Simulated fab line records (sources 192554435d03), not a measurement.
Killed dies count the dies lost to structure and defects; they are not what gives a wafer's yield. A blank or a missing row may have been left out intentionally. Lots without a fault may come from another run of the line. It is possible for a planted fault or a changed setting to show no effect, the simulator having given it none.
Problem report in the 8D (eight disciplines) form, filled by code :: flow n5_finfet :: the parts of the form that need people (team, actions taken, sign-off) are left out

## 1. THE ISSUE
Mean of killed_at_contacts at N5_PASSIVATION_PROBE_49: 612 across 3 wafers in 3 lots; on wafers with no fault it is 13 (standard deviation 6.3). Measured from the usual mean, that is +95 standard deviations.
First observed at day 15 15:25: wafer L727.1, on prober-02. Wafers with a number at this step in the record: 8, from 3 lots. Rule for "out" (also "out of limits"): further than 4 standard deviations from the usual mean. Any other wafer with a number is counted as sound.

## 2. WHAT IT IS; WHAT IT IS NOT
question: which readings at this step
is: killed_at_contacts, defect_limited_yield, killed_dies, killed_on_rim, sort_bin_5_function, sort_n_pass, sort_yield_pct
is not: killed_at_M0_to_M3, killed_at_M4_up, killed_at_front_end, killed_at_other, killed_open, killed_short, sort_bin_6_memory

question: which lots
is: L727, L730, L732
is not: -

question: which wafers of those lots
is: L727.1, L730.1, L732.3
is not: L727.2, L727.4, L730.4, L730.5, L732.2

question: read on which tools
is: prober-02
is not: -

question: when
is: from day 15 15:25
is not: up to then (0 sound wafers); but 5 sound wafers of L727, L730, L732 came after

## 3. SUSPECTS, AND WHAT RULES EACH OUT
Counting: any tool at a process step up to the reading remains a suspect provided it ran every lot that is out. Sound lots after the first of them don't rule it out here, since some wafers of a struck lot are sound.
- cmp-02 at N5_MOL_CONTACT_COAG_CMP_23 (polishes, stops on SiO2, t overpolish 1.5 s, target thk 0 nm): kept. It ran every lot that is out, first L727 (day 8 11:29).
- ald_sin-01 at N5_MOL_CONTACT_COAG_ALD_123 (deposits SiNx, target thk 5 nm, pulse time 1 s, purge time 2 s): kept. It ran every lot that is out, first L727 (day 8 14:27).
- prober-02 at N5_PASSIVATION_PROBE_49: kept. It ran every lot that is out, first L727 (day 15 15:25). Out on those wafers are its own readings of defect_limited_yield, killed_at_contacts, killed_dies, killed_on_rim, sort_bin_5_function, sort_n_pass, sort_yield_pct.
- Within ald_sin-01 at N5_MOL_CONTACT_COAG_ALD_123: the wafers that are out ran in chambers 2, 3; their sound lot-mates ran in chambers 0, 1.
Left after counting: cmp-02 at N5_MOL_CONTACT_COAG_CMP_23, ald_sin-01 at N5_MOL_CONTACT_COAG_ALD_123, prober-02 at N5_PASSIVATION_PROBE_49.

## 4. THE CAUSE (what the simulator had put in)
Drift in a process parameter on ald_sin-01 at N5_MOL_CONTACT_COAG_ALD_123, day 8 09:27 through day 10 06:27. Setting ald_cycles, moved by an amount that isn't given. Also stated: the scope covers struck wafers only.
Counting leaves 3 suspects; this tool is one of them.

## 5. THE EFFECT CHAIN, in route order
One row per reading whose mean, taken over the struck wafers that have a number, lies over 3 standard deviations from the usual. Readings are gone through only where the record gives a usual standard deviation; hours: the median, over the lots, of the time from a lot's start at the first step in this table giving one to that lot's start at this step; sigmas: the change measured in usual standard deviations.
hours: 0
step: N5_PASSIVATION_PROBE_49
reading: defect_limited_yield
usual: 91.4 %
on struck wafers: 40.6
change: -50.8
sigmas: -34

hours: 0
step: N5_PASSIVATION_PROBE_49
reading: killed_at_contacts
usual: 13
on struck wafers: 612
change: +599
sigmas: +95

hours: 0
step: N5_PASSIVATION_PROBE_49
reading: killed_dies
usual: 101
on struck wafers: 700
change: +599
sigmas: +33

hours: 0
step: N5_PASSIVATION_PROBE_49
reading: killed_on_rim
usual: 13
on struck wafers: 129
change: +116
sigmas: +29

hours: 0
step: N5_PASSIVATION_PROBE_49
reading: sort_bin_5_function
usual: 5.1 %
on struck wafers: 55.4
change: +50.3
sigmas: +50

hours: 0
step: N5_PASSIVATION_PROBE_49
reading: sort_n_pass
usual: 1079
on struck wafers: 480
change: -599
sigmas: -33

hours: 0
step: N5_PASSIVATION_PROBE_49
reading: sort_yield_pct
usual: 91.4 %
on struck wafers: 40.6
change: -50.8
sigmas: -34
Here are the process steps it includes:
- N5_PASSIVATION_PROBE_49

## 6. WHAT WOULD HAVE CAUGHT IT SOONER
174 hours passed between the start of the fault at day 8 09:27 and the first reading out of limits in this record, taken at day 15 15:25.
No tool reading at N5_MOL_CONTACT_COAG_ALD_123 that has a usual standard deviation in the record was out on any struck wafer, so an alarm limit of 4 standard deviations on those readings would not have fired.
Lots out: 3; all had begun N5_MOL_CONTACT_COAG_ALD_123 on ald_sin-01 by day 15 15:25. A hold on the tool at that time would have spared none of them.
